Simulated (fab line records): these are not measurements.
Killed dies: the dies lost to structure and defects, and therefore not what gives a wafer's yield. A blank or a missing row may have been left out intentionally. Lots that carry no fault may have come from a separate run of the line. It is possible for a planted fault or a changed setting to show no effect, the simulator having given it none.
fab line records	flow nand_harc
[record] lots = 6	wafers = 18	last_day = 33
route steps=1302 shown A_CONTACT@1103 A_BLC@1107
lots untouched by any fault: they come from a run of this same line in which no faults occurred
start_h: the number of hours between the record's first day and the start of the first shown wafer of the lot	wait_h: time in hours since the lot's previous step	" same as the row above	L1.1+2: one row covering several wafers at once	- no value, or no start was given	* or withheld: withheld	< > ~ a bound
route shown NAME@n: NAME is a module with steps in the file, n the number in the route of the first one	usual: mean/standard deviation taken from wafers without a fault	same: alike in all rows	chamber/n: place in a boat	sites: the reading at each site	_std_site: the standard deviation of these	_edge_site: the outer-site mean with the inner-site mean subtracted	radius_mm: for every site, how far away it sits from the centre of the wafer	mask NAME#n: copy n	behind: the most recent tool/chamber to have shaped the wafer	hold: why the lot was held/for how many hours/how that ended	device: the transistor (n, p or np) that didn't switch	end of line: tests of these same wafers at the route's end	step lacking rows: just its recipe	killed: dies lost to structure and defects at the first sort, not the wafer's yield	map: a wafer's dies, marking killed ones x, the rest . and places with no die _
set.NAME: the setting as run; set.NAME@STEP: as run at that earlier step	model.NAME: the simulator's own value behind a step, which no gauge read
lots seen at some steps along the route; tables by step, rows by wafer
services: when a tool's chamber went out of use (start_h, in hours from the record's first day, below 0 if earlier), for how many hours, and the reason
[[steps]]
[step NHARC_A_CONTACT_CMP_20]
[recipe] t_overpolish_s = 30	target_thk_nm = 300
[usual] motor_current_A = 11.5/1.4	overpolish_run_s = 30.000/0.0092	slurry_flow_ml_min = 150.0/0.44	time_to_endpoint_s = 59/4.4
lot.wafer	tool	chamber	start_h	wait_h	motor_current_A	overpolish_run_s	slurry_flow_ml_min	time_to_endpoint_s
L951.2	cmp-04	2	524.16	0.8	11.5	30.000	150.2	57
L951.4	"	3	"	"	11.4	29.992	149.5	60
L951.6	"	1	"	"	14.9	29.983	149.6	57
L950.3	cmp-02	3	527.35	0.5	10.6	29.999	150.4	59
L950.6	"	2	"	"	12.5	30.009	150.2	54
L950.5	"	3	"	"	10.6	30.001	150.1	59
L954.1	cmp-04	2	561.75	0.8	11.2	30.008	150.8	61
L954.2	"	3	"	"	11.7	30.006	150.3	59
L954.5	"	1	"	"	14.6	29.996	149.5	58
L953.2	cmp-02	2	563.71	0.8	11.9	30.014	150.7	51
L953.4	"	0	"	"	9.6	30.010	149.3	56
L953.5	"	2	"	"	12.3	30.004	150.4	52
L959.2	cmp-02	0	611.44	0.6	10.0	29.991	149.8	57
L959.5	"	0	"	"	9.9	30.009	149.5	63
L959.6	"	1	"	"	11.9	30.002	150.1	62
L969.2	cmp-04	1	740.01	0.7	14.6	30.024	150.3	57
L969.6	"	3	"	"	11.4	30.001	150.7	59
L969.5	"	0	"	"	11.1	29.995	150.2	59
[step NHARC_A_CONTACT_SRD_22]
[step NHARC_A_CONTACT_INSPECT_23]
[usual] raw_defect_count = 516/140
lot.wafer	tool	chamber	start_h	wait_h	raw_defect_count
L951.2	defect_inspect-01	-	524.51	0.1	446
L951.4	"	-	"	"	464
L951.6	"	-	"	"	332
L950.3	defect_inspect-01	-	527.73	0.1	489
L950.5	"	-	"	"	618
L950.6	"	-	"	"	475
L954.1	defect_inspect-01	-	562.10	0.1	514
L954.2	"	-	"	"	408
L954.5	"	-	"	"	883
L953.2	defect_inspect-01	-	564.09	0.1	585
L953.4	"	-	"	"	684
L953.5	"	-	"	"	599
L959.2	defect_inspect-02	-	611.84	0.1	596
L959.5	"	-	"	"	768
L959.6	"	-	"	"	870
L969.2	defect_inspect-01	-	740.37	0.1	491
L969.5	"	-	"	"	628
L969.6	"	-	"	"	864
[step NHARC_A_BLC_DEHYDRATE_00]
[recipe] temp_c = 150	time_s = 120
[step NHARC_A_BLC_HMDS_01]
[recipe] time_s = 30
[step NHARC_A_BLC_COAT_02]
[recipe] temp_c = 260	time_s = 75
[step NHARC_A_BLC_COAT_03]
[recipe] temp_c = 225	time_s = 65
[step NHARC_A_BLC_COAT_04]
[recipe] spin_rpm = 1500	resist_thk_nm = 90
[step NHARC_A_BLC_SOFTBAKE_05]
[recipe] temp_c = 105	time_s = 55
[step NHARC_A_BLC_EBR_06]
[step NHARC_A_BLC_EXPOSE_07]
[recipe] na = 1.35	target_cd_nm = 100	dose_mj = 67.97	mask_id = A_BLC
[step NHARC_A_BLC_PEB_08]
[recipe] peb_temp_c = 100	peb_time_s = 65
[usual] exhaust_pa = 45.1/0.98	heater_power_total_W = 156.5/0.44	plate_temp_C = 99.99/0.14
[same] peb_time_s = 65
lot.wafer	tool	chamber	start_h	wait_h	exhaust_pa	heater_power_total_W	plate_temp_C
L951.2	litho_track-01	0	524.94	0.1	46.2	156.8	100.01
L951.4	"	0	"	"	45.1	156.4	99.95
L951.6	"	0	"	"	44.3	157.0	100.05
L950.3	litho_track-06	0	528.04	0.0	46.1	156.0	99.89
L950.5	"	0	"	"	47.7	156.6	100.03
L950.6	"	0	"	"	45.2	157.2	100.14
L954.1	litho_track-01	0	562.40	0.1	47.8	132.3	88.94
L954.2	"	0	"	"	46.2	132.9	88.81
L954.5	"	0	"	"	45.8	132.7	88.86
L953.2	litho_track-01	0	564.52	0.1	44.7	132.5	88.88
L953.4	"	0	"	"	46.2	133.2	88.95
L953.5	"	0	"	"	45.2	132.9	88.97
L959.2	litho_track-06	0	612.26	0.1	45.9	156.2	99.73
L959.5	"	0	"	"	45.0	156.2	100.09
L959.6	"	0	"	"	45.2	156.7	100.19
L969.2	litho_track-04	0	740.68	0.1	45.1	157.0	100.22
L969.5	"	0	"	"	44.5	157.2	100.30
L969.6	"	0	"	"	46.3	156.0	100.18
[step NHARC_A_BLC_DEVELOP_09]
[recipe] develop_time_s = 35	dev_temp_c = 23
[step NHARC_A_BLC_CD_MEAS_10]
[recipe] target_cd_nm = 100	landing_energy_ev = 500
[usual] cd_nm = 100.0/0.64
lot.wafer	tool	chamber	start_h	wait_h	cd_nm
L951.2	cd_sem-01	0	525.02	-	99.0
L951.4	"	0	"	"	99.6
L951.6	"	0	"	"	100.1
L950.3	cd_sem-03	0	528.12	-	99.3
L950.5	"	0	"	"	99.9
L950.6	"	0	"	"	99.1
L954.1	cd_sem-01	0	562.48	-	44.5
L954.2	"	0	"	"	45.7
L954.5	"	0	"	"	45.4
L953.2	cd_sem-01	0	564.60	-	45.6
L953.4	"	0	"	"	45.2
L953.5	"	0	"	"	46.5
L959.2	cd_sem-03	0	612.35	-	99.7
L959.5	"	0	"	"	99.9
L959.6	"	0	"	"	100.4
L969.2	cd_sem-03	0	740.76	-	100.3
L969.5	"	0	"	"	99.6
L969.6	"	0	"	"	99.8
[step NHARC_A_BLC_OVL_MEAS_11]
[usual] overlay_x_nm = 0.0/0.78	overlay_y_nm = -0.2/1
lot.wafer	tool	chamber	start_h	wait_h	overlay_x_nm	overlay_y_nm
L951.2	overlay-01	-	525.11	-	-1.1	-1.1
L951.4	"	-	"	"	-1.2	-1.4
L951.6	"	-	"	"	-1.3	-0.9
L950.3	overlay-02	-	528.20	-	0.6	-2.0
L950.5	"	-	"	"	0.5	-2.3
L950.6	"	-	"	"	0.2	-2.2
L954.1	overlay-02	-	562.57	-	0.7	0.7
L954.2	"	-	"	"	0.6	0.6
L954.5	"	-	"	"	0.7	0.6
L953.2	overlay-02	-	564.69	-	0.3	0.5
L953.4	"	-	"	"	0.2	0.4
L953.5	"	-	"	"	0.7	0.5
L959.2	overlay-01	-	612.43	-	0.2	0.8
L959.5	"	-	"	"	0.6	1.3
L959.6	"	-	"	"	0.8	0.9
L969.2	overlay-01	-	740.84	-	-0.1	0.1
L969.5	"	-	"	"	-0.6	-0.1
L969.6	"	-	"	"	-0.5	0.6
[step NHARC_A_BLC_INSPECT_12]
[usual] raw_defect_count = 84/36
lot.wafer	tool	chamber	start_h	wait_h	raw_defect_count
L951.2	defect_inspect-01	-	525.15	0.0	66
L951.4	"	-	"	"	71
L951.6	"	-	"	"	73
L950.3	defect_inspect-01	-	528.24	0.0	94
L950.5	"	-	"	"	103
L950.6	"	-	"	"	92
L954.1	defect_inspect-02	-	562.61	0.0	60
L954.2	"	-	"	"	53
L954.5	"	-	"	"	53
L953.2	defect_inspect-01	-	564.72	0.0	115
L953.4	"	-	"	"	153
L953.5	"	-	"	"	147
L959.2	defect_inspect-02	-	612.47	0.0	93
L959.5	"	-	"	"	74
L959.6	"	-	"	"	79
L969.2	defect_inspect-02	-	740.88	0.0	7
L969.5	"	-	"	"	22
L969.6	"	-	"	"	20
[step NHARC_A_BLC_DESCUM_15]
[recipe] time_s = 3	o2_flow_sccm = 200	ar_flow_sccm = 0	bias_power_w = 0	chemistry = O2
[usual] drypump_motor_current_A = 5.9/0.48	oes_product_au = 0.999/0.013	rf_vpp_V = 57.7/0.83	showerhead_plenum_p_Torr = 1.88/0.065	throttle_valve_pct = 11.311/0.0081
lot.wafer	tool	chamber	start_h	wait_h	drypump_motor_current_A	oes_product_au	rf_hours_counter_h	rf_vpp_V	showerhead_plenum_p_Torr	throttle_valve_pct	model.A_BLC.cd_nm
L951.4	rie_diel-01	0	525.22	0.1	5.9	0.992	9	57.6	1.82	11.310	98.92
L951.2	"	2	"	"	6.3	1.010	10	57.1	1.99	11.310	98.13
L951.6	"	3	"	"	6.1	1.009	-	57.7	1.94	11.314	100.7
L950.3	rie_diel-12	3	528.32	0.1	6.6	0.991	5	58.3	1.90	11.303	99.54
L950.5	"	1	"	"	5.2	1.019	-	57.0	1.80	11.310	100.4
L950.6	"	2	"	"	5.7	1.010	-	56.5	1.88	11.305	98.94
L954.1	rie_diel-12	3	562.67	0.1	6.6	0.991	7	56.8	1.90	11.308	45.29
L954.2	"	2	"	"	5.7	0.987	6	58.4	1.88	11.305	45.86
L954.5	"	3	"	"	6.6	1.001	-	56.9	1.90	11.300	45.79
L953.4	rie_diel-12	3	564.78	0.1	6.6	0.994	7	57.4	1.90	11.301	45.5
L953.2	"	2	"	"	5.7	1.003	7	58.0	1.88	11.310	45.26
L953.5	"	0	"	"	5.7	0.987	-	58.1	1.86	11.306	45.92
L959.2	rie_diel-12	2	612.55	0.1	5.7	0.995	10	58.8	1.88	11.310	99.81
L959.5	"	3	"	"	6.6	0.985	-	58.3	1.90	11.301	100
L959.6	"	0	"	"	5.7	1.002	-	57.4	1.86	11.312	100.3
L969.2	rie_diel-12	1	740.97	0.1	5.2	1.014	7	58.3	1.80	11.301	100
L969.5	"	2	"	"	5.7	0.994	-	59.0	1.88	11.304	99.29
L969.6	"	3	"	"	6.6	1.015	-	58.1	1.90	11.326	99.8
[step NHARC_A_BLC_ETCH_16]
[recipe] target_depth_a = 390	over_etch_frac = 0.3	time_s = 65	ion_energy_ev = 80	cf4_flow_sccm = 150	ar_flow_sccm = 0	rf_w = 300	bias_w = 100	chemistry = CF4
[usual] drypump_motor_current_A = 5.8/0.49	oes_product_au = 0.999/0.014	rf_vpp_V = 151.0/1.1	showerhead_plenum_p_Torr = 1.74/0.057	throttle_valve_pct = 13.285/0.0092
lot.wafer	tool	chamber	start_h	wait_h	drypump_motor_current_A	oes_product_au	rf_hours_counter_h	rf_vpp_V	showerhead_plenum_p_Torr	throttle_valve_pct
L951.4	rie_diel-01	3	525.30	0.1	6.1	1.014	10	151.7	1.79	13.281
L951.2	"	0	"	"	5.8	1.015	9	149.4	1.69	13.280
L951.6	"	3	"	"	6.1	1.013	-	151.4	1.79	13.274
L950.3	rie_diel-12	3	528.39	0.1	6.6	0.994	5	150.5	1.76	13.286
L950.5	"	3	"	"	6.6	0.986	-	151.2	1.76	13.280
L950.6	"	0	"	"	5.7	1.001	-	150.7	1.72	13.290
L954.2	rie_diel-12	0	562.75	0.1	5.7	1.000	6	152.1	1.72	13.283
L954.1	"	3	"	"	6.6	0.991	7	150.5	1.76	13.268
L954.5	"	0	"	"	5.7	0.992	-	151.5	1.72	13.278
L953.4	rie_diel-12	3	564.87	0.1	6.6	0.994	7	151.7	1.76	13.305
L953.2	"	0	"	"	5.7	0.994	6	150.0	1.72	13.285
L953.5	"	0	"	"	5.7	0.997	-	150.6	1.72	13.274
L959.2	rie_diel-12	2	612.63	0.1	5.7	0.998	10	151.3	1.74	13.277
L959.5	"	0	"	"	5.7	1.001	-	149.1	1.72	13.271
L959.6	"	1	"	"	5.2	1.001	-	151.1	1.67	13.305
L969.2	rie_diel-12	3	741.04	0.1	6.6	1.012	7	150.9	1.75	13.291
L969.5	"	1	"	"	5.2	1.019	-	150.8	1.67	13.291
L969.6	"	2	"	"	5.7	1.003	-	150.8	1.74	13.280
[step NHARC_A_BLC_ETCH_17]
[recipe] target_depth_a = 3900	over_etch_frac = 0.25	time_s = 609.38	ion_energy_ev = 200	n2_flow_sccm = 150	h2_flow_sccm = 150	ar_flow_sccm = 0	rf_w = 400	bias_w = 150	chemistry = N2/H2
[usual] drypump_motor_current_A = 5.9/0.49	oes_product_au = 1.000/0.012	rf_vpp_V = 429.9/2.2	showerhead_plenum_p_Torr = 2.01/0.076	throttle_valve_pct = 14.172/0.0089
lot.wafer	tool	chamber	start_h	wait_h	drypump_motor_current_A	oes_product_au	rf_hours_counter_h	rf_vpp_V	showerhead_plenum_p_Torr	throttle_valve_pct
L951.4	rie_diel-01	0	-	-	5.9	1.003	9	428.3	1.94	14.170
L951.2	"	1	"	"	5.7	1.016	10	434.3	2.18	14.172
L951.6	"	1	"	"	5.7	1.012	-	434.2	2.18	14.170
L950.3	rie_diel-12	1	-	-	5.2	1.019	4	426.5	1.92	14.174
L950.5	"	3	"	"	6.6	1.000	-	429.4	2.03	14.175
L950.6	"	0	"	"	5.7	1.012	-	430.4	1.98	14.176
L954.1	rie_diel-12	2	-	-	5.7	0.993	6	430.1	2.00	14.178
L954.2	"	1	"	"	5.2	1.004	6	426.7	1.92	14.173
L954.5	"	3	"	"	6.6	0.989	-	429.7	2.02	14.171
L953.2	rie_diel-12	1	-	-	5.2	1.019	6	428.3	1.92	14.191
L953.4	"	3	"	"	6.6	1.004	7	430.4	2.02	14.164
L953.5	"	1	"	"	5.2	1.013	-	427.7	1.92	14.172
L959.2	rie_diel-12	2	-	-	5.7	1.000	10	428.9	2.00	14.168
L959.5	"	2	"	"	5.7	0.999	-	428.8	2.00	14.171
L959.6	"	3	"	"	6.6	0.995	-	432.2	2.02	14.168
L969.2	rie_diel-12	1	-	-	5.2	1.017	7	427.1	1.91	14.169
L969.6	"	2	"	"	5.7	0.983	-	430.4	2.00	14.169
L969.5	"	3	"	"	6.6	1.007	-	431.0	2.02	14.177
[step NHARC_A_BLC_ETCH_18]
[recipe] target_depth_a = 9100	c4f8_flow_sccm = 20	o2_flow_sccm = 10	ar_flow_sccm = withheld	rf_w = 600	bias_w = 1500	chemistry = C4F8/O2/Ar
[usual] oes_product_au = 0.946/0.024	rf_vpp_V = 976/4.9
lot.wafer	tool	chamber	start_h	wait_h	oes_product_au	rf_hours_counter_h	rf_vpp_V	model.A_BLC.cd_nm
L951.2	rie_diel-01	0	-	-	0.929	9	972	95.55
L951.4	"	2	"	"	0.928	11	983	97.39
L951.6	"	1	"	"	0.931	-	987	97.6
L950.3	rie_diel-12	0	-	-	0.919	5	974	101.4
L950.6	"	0	"	"	0.927	-	975	99.36
L950.5	"	1	"	"	0.933	-	970	103.5
L954.1	rie_diel-12	1	-	-	0.978	6	970	46
L954.2	"	3	"	"	0.955	7	976	45.7
L954.5	"	2	"	"	0.975	-	976	42.17
L953.4	rie_diel-12	2	-	-	0.977	7	977	40.62
L953.2	"	0	"	"	0.953	7	973	43.54
L953.5	"	2	"	"	0.969	-	977	42.63
L959.2	rie_diel-12	1	-	-	0.979	10	970	103.2
L959.5	"	0	"	"	0.953	-	974	100
L959.6	"	1	"	"	0.978	-	971	102.9
L969.2	rie_diel-12	1	-	-	0.985	7	971	100.1
L969.6	"	1	"	"	0.990	-	971	98.12
L969.5	"	2	"	"	0.945	-	977	92.96
[step NHARC_A_BLC_CD_MEAS_19]
[usual] cd_nm = 100/3.3
lot.wafer	tool	chamber	start_h	wait_h	cd_nm
L951.2	cd_sem-01	-	526.18	-	96
L951.4	"	-	"	"	97
L951.6	"	-	"	"	98
L950.3	cd_sem-02	-	529.28	-	101
L950.5	"	-	"	"	104
L950.6	"	-	"	"	100
L954.1	cd_sem-02	-	563.63	-	46
L954.2	"	-	"	"	46
L954.5	"	-	"	"	42
L953.2	cd_sem-02	-	565.75	-	43
L953.4	"	-	"	"	41
L953.5	"	-	"	"	42
L959.2	cd_sem-01	-	613.50	-	103
L959.5	"	-	"	"	100
L959.6	"	-	"	"	103
L969.2	cd_sem-02	-	741.91	-	100
L969.5	"	-	"	"	93
L969.6	"	-	"	"	98
[step NHARC_A_BLC_STRIP_29]
[recipe] cf4_flow_sccm = 150	ar_flow_sccm = 0	bias_w = 0	chemistry = CF4
[usual] drypump_motor_current_A = 5.9/0.43	oes_product_au = 0.998/0.012	rf_vpp_V = 59.3/0.82	showerhead_plenum_p_Torr = 1.75/0.062	throttle_valve_pct = 13.284/0.0097
lot.wafer	tool	chamber	start_h	wait_h	drypump_motor_current_A	oes_product_au	rf_hours_counter_h	rf_vpp_V	showerhead_plenum_p_Torr	throttle_valve_pct
L951.4	rie_diel-12	1	526.26	0.1	5.2	1.011	4	57.7	1.67	13.269
L951.2	"	3	"	"	6.6	0.992	5	59.9	1.76	13.285
L951.6	"	0	"	"	5.7	0.994	-	59.5	1.72	13.274
L950.3	rie_diel-12	1	529.38	0.1	5.2	1.009	4	59.1	1.67	13.301
L950.5	"	2	"	"	5.7	1.001	-	59.2	1.74	13.267
L950.6	"	3	"	"	6.6	0.993	-	59.7	1.76	13.290
L954.2	rie_diel-12	0	563.72	0.1	5.7	0.999	6	59.4	1.72	13.280
L954.1	"	2	"	"	5.7	0.997	7	58.0	1.74	13.275
L954.5	"	3	"	"	6.6	1.001	-	59.8	1.76	13.284
L953.2	rie_diel-12	1	565.82	0.1	5.2	1.011	7	59.9	1.67	13.267
L953.4	"	2	"	"	5.7	0.986	7	59.5	1.74	13.299
L953.5	"	2	"	"	5.7	0.998	-	58.9	1.74	13.294
L959.2	rie_diel-01	0	613.59	0.1	5.8	0.988	5	58.8	1.69	13.269
L959.5	"	3	"	"	6.1	0.987	-	59.9	1.79	13.283
L959.6	"	0	"	"	5.9	0.993	-	59.9	1.69	13.276
L969.2	rie_diel-12	3	741.98	0.1	6.6	1.003	8	59.7	1.75	13.283
L969.5	"	3	"	"	6.6	0.993	-	58.2	1.75	13.295
L969.6	"	0	"	"	5.7	0.974	-	58.6	1.72	13.287
[[services]]
tool	chamber	start_h	hours	kind
cmp-04	-	503.00	4.0	pm
litho_track-01	-	505.00	7.0	pm
rie_diel-12	2	506.11	3.9	repair
rie_diel-12	-	514.39	0.3	repair
cmp-02	-	516.15	5.3	repair
cmp-02	-	527.90	4.0	pm
rie_diel-12	2	535.11	9.0	repair
cmp-04	-	547.06	0.7	repair
cmp-02	-	550.02	6.1	repair
rie_diel-01	-	557.80	9.0	pm
rie_diel-12	0	569.32	1.6	repair
rie_diel-12	0	599.53	10.3	repair
cmp-04	-	601.00	4.0	pm
rie_diel-01	-	603.45	0.3	repair
cmp-02	-	605.38	0.6	repair
rie_diel-01	3	610.41	1.3	repair
rie_diel-12	-	622.43	9.0	pm
cmp-02	-	625.90	4.0	pm
litho_track-01	-	680.00	7.0	pm
rie_diel-12	1	684.35	11.4	repair
cmp-04	-	686.14	1.7	repair
rie_diel-01	-	691.65	0.7	repair
cmp-04	-	694.16	0.7	repair
rie_diel-01	-	734.80	9.0	pm
[[key]]
[first_sign] step = NHARC_A_BLC_PEB_08	reading = plate_temp_C	direction = down	sigmas = 78	usual = *	struck = *
[effect] step = NHARC_A_BLC_PEB_08	reading = heater_power_total_W	direction = down	sigmas = 54	usual = *	struck = *
[effect] step = NHARC_A_BLC_CD_MEAS_10	reading = cd_nm	direction = down	sigmas = 85	usual = 100.0	struck = 45.5
[effect] step = NHARC_A_BLC_CD_MEAS_19	reading = cd_nm	direction = down	sigmas = 17	usual = 100	struck = 43
[model_effect] step = NHARC_A_BLC_DESCUM_15	value = A_BLC.cd_nm	without = 99.66	struck = 45.6
[model_effect] step = NHARC_A_BLC_ETCH_18	value = A_BLC.cd_nm	without = 97.5	struck = 43.44
met_at NHARC_A_BLC_PEB_08
struck_wafers L953.2,L953.4,L953.5,L954.1,L954.2,L954.5
later_rows_left_out L953.2,L953.4,L953.5,L954.1,L954.2,L954.5
sort_left_out L953.2,L953.4,L953.5,L954.1,L954.2,L954.5
tester_left_out L953,L954
onset_between 524.94 562.40
[fault] kind = process_parameter_drift	tool = litho_track-01	chamber = -	onset_h = 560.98	steps = NHARC_A_BLC_PEB_08	channel = peb_temp_c	offset = *	shape = step	acts_in = *	stated = *
// tester_left_out: of these lots the tester's yield and bins aren't shown, on N5 and GAA mostly nor the transistor test; their killed dies are dies lost to structure and defects alone, not to doping, threshold or leakage, so they don't give the yield
// sort_left_out: the simulated sort isn't trusted on such a fault, so these wafers' sort isn't shown, and their yield isn't known
// later_rows_left_out: the simulator's readings of these wafers behind a module that went badly wrong aren't trusted and aren't shown, but for the sort
